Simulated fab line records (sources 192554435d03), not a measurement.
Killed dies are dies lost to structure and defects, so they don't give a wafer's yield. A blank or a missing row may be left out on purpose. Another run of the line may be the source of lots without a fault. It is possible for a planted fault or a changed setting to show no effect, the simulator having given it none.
Which tool was responsible? | flow n5_finfet | 33 wafers from 11 lots sampled at 4 of the route's 1938 steps

WHAT THE GAUGES READ, wafer by wafer
N5_BEOL_M8_CD_MEAS_11 targets a cd of 38.5 nm. Usual: cd_nm 38.8 nm, standard deviation 0.52.
lot  | measured     | on        | cd_nm (nm)     | flag
L951 | day 9 11:25  | cd_sem-03 | 38.3 38.4 39.0 |
L950 | day 9 19:47  | cd_sem-01 | 38.3 37.9 38.4 |
L952 | day 10 11:19 | cd_sem-02 | 39.0 38.4 38.4 |
L953 | day 10 14:11 | cd_sem-01 | 38.7 39.1 39.9 |
L954 | day 10 20:26 | cd_sem-03 | 38.9 38.7 37.8 |
L957 | day 11 12:32 | cd_sem-03 | 38.3 38.5 38.7 |
L959 | day 12 21:12 | cd_sem-01 | 37.9 39.1 38.9 |
L964 | day 13 11:16 | cd_sem-03 | 39.4 40.0 39.5 |
L963 | day 13 14:49 | cd_sem-02 | 39.0 38.3 39.4 |
L966 | day 13 15:02 | cd_sem-01 | 38.3 38.8 39.5 |
L973 | day 16 00:25 | cd_sem-02 | 38.5 38.7 38.2 |

EACH LOT AND THE TOOL THAT RAN IT (in order: tool; ch and the chambers of the sampled wafers; start)
lot  | N5_BEOL_M7_SURFACE_TREAT_79  | N5_BEOL_M7_CMP_52             | N5_BEOL_M8_PECVD_70
L951 | pvd_sputter-02, day 9 08:57  | cmp-04 ch 1,2,3, day 9 09:40  | pecvd-01 ch 0,1,2, day 9 10:47
L950 | pvd_sputter-03, day 9 15:44  | cmp-03 ch 0,3, day 9 16:31    | pecvd-04 ch 0,1, day 9 17:48
L952 | pvd_sputter-01, day 10 07:25 | cmp-04 ch 0,3, day 10 08:24   | pecvd-01 ch 0,1,2, day 10 09:31
L953 | pvd_sputter-01, day 10 08:07 | cmp-04 ch 0,2,3, day 10 10:37 | pecvd-02 ch 0,2, day 10 11:56
L954 | pvd_sputter-01, day 10 15:44 | cmp-01 ch 0,1,3, day 10 16:46 | pecvd-04 ch 0,1,2, day 10 17:52
L957 | pvd_sputter-03, day 11 09:00 | cmp-04 ch 0,1,3, day 11 10:03 | pecvd-01 ch 0,2, day 11 11:02
L959 | pvd_sputter-03, day 12 15:44 | cmp-04 ch 2,3, day 12 16:50   | pecvd-01 ch 0,1,2, day 12 18:26
L964 | pvd_sputter-03, day 13 08:07 | cmp-01 ch 0,3, day 13 09:26   | pecvd-01 ch 0,1,2, day 13 10:32
L963 | pvd_sputter-02, day 13 11:09 | cmp-01 ch 1,2,3, day 13 12:28 | pecvd-01 ch 0,1, day 13 13:35
L966 | pvd_sputter-01, day 13 11:40 | cmp-03 ch 2,3, day 13 13:00   | pecvd-01 ch 0,1,2, day 13 14:04
L973 | pvd_sputter-03, day 15 21:23 | cmp-04 ch 0,1,3, day 15 22:14 | pecvd-04 ch 0,1, day 15 23:31
- N5_BEOL_M7_SURFACE_TREAT_79
- N5_BEOL_M7_CMP_52: polishes, stops on SiCOH lowk, t overpolish 6.9 s, target thk 80 nm.
- N5_BEOL_M8_PECVD_70: deposits SiO2 from TEOS/O2, target thk 20 nm, time 22.7 s.

AS READ BY THE TOOLS THEMSELVES (means over the sampled wafers that have a number; for cases with no such wafer, the mark the record gives instead)
N5_BEOL_M7_CMP_52. Usual: barrier_field_endpoint_s 29.1 s, standard deviation 0.81; motor_current_A 6.0 A, standard deviation 0.69; overpolish_run_s 6.900 s, standard deviation 0.01; time_to_endpoint_s 63 s, standard deviation 3.8.
lot  | tool   | barrier_field_endpoint_s (s) | motor_current_A (A) | overpolish_run_s (s) | time_to_endpoint_s (s) | flag
L951 | cmp-04 | 29.3                         | 5.7                 | 6.906                | 64                     |
L950 | cmp-03 | 29.2                         | 6.8                 | 6.891                | 66                     |
L952 | cmp-04 | 28.0                         | 5.5                 | 6.904                | 57                     |
L953 | cmp-04 | 28.3                         | 5.5                 | 6.896                | 59                     |
L954 | cmp-01 | 29.9                         | 6.1                 | 6.899                | 70                     |
L957 | cmp-04 | 28.8                         | 5.3                 | 6.908                | 61                     |
L959 | cmp-04 | 28.9                         | 5.8                 | 6.901                | 61                     |
L964 | cmp-01 | 28.9                         | 6.4                 | 6.908                | 63                     |
L963 | cmp-01 | 28.1                         | 6.0                 | 6.906                | 59                     |
L966 | cmp-03 | 28.7                         | 6.5                 | 6.900                | 63                     |
L973 | cmp-04 | 29.0                         | 5.2                 | 6.885                | 63                     |

N5_BEOL_M8_PECVD_70. Usual: heater_power_w 734 W, standard deviation 88; showerhead_plenum_p_Torr 8.75 Torr, standard deviation 0.061; susceptor_temp_C 400.00 C, standard deviation 0.22; throttle_valve_pct 22.1 %, standard deviation 0.97.
lot  | tool     | heater_power_w (W) | showerhead_plenum_p_Torr (Torr) | susceptor_temp_C (C) | throttle_valve_pct (%) | flag
L951 | pecvd-01 | 728                | 8.70                            | 400.16               | 22.4                   |
L950 | pecvd-04 | 746                | 8.80                            | 399.81               | 21.9                   |
L952 | pecvd-01 | 690                | 8.72                            | 399.85               | 22.5                   |
L953 | pecvd-02 | 695                | 8.75                            | 400.12               | 21.2                   |
L954 | pecvd-04 | 845                | 8.81                            | 399.70               | 21.7                   |
L957 | pecvd-01 | 712                | 8.74                            | 399.82               | 22.9                   |
L959 | pecvd-01 | 687                | 8.71                            | 400.18               | 22.5                   |
L964 | pecvd-01 | 720                | 8.72                            | 400.10               | 22.6                   |
L963 | pecvd-01 | 639                | 8.71                            | 409.33               | 23.0                   | OFF
L966 | pecvd-01 | 736                | 8.73                            | 409.77               | 22.7                   | OFF
L973 | pecvd-04 | 746                | 8.78                            | 400.11               | 22.2                   |

THE ANSWER, worked out from the rows above alone
Rule: a lot counts as off when the mean over its wafers that have a number is more than 3 standard deviations away from the usual mean. Also off: a lot with no number at a reading for which 4 or more lots have one. Where the step has rows for the other lots, those lots are counted as sound. The gauges are gone through in route order, then the tools' own readings, and for those a lot's mean is taken as printed above. The first step at which some lot is off is used, and at that step the reading that is off furthest; a lot without a number counts as furthest.
Off at N5_BEOL_M8_PECVD_70 (susceptor_temp_C): L963, L966.
If a tool, at that step or one of the process steps before it, ran each lot that is off and ran no sound lot following the first of them, it fits. One fits: pecvd-01 at N5_BEOL_M8_PECVD_70. A fault onset in the window from L964 (day 13 10:32, its last sound lot) to L963 (day 13 13:35, its first lot off) fits.
The tool's own readings at N5_BEOL_M8_PECVD_70 bear it out: on the lots that are off they differ by more than 5 times the standard deviation of the sound lots' means. susceptor_temp_C reads 409.55 C there against 399.98 C on the sound lots.

WHAT THE SIMULATOR HAD INSERTED
pecvd-01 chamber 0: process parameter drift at N5_BEOL_M8_PECVD_70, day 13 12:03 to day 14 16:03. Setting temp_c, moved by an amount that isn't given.
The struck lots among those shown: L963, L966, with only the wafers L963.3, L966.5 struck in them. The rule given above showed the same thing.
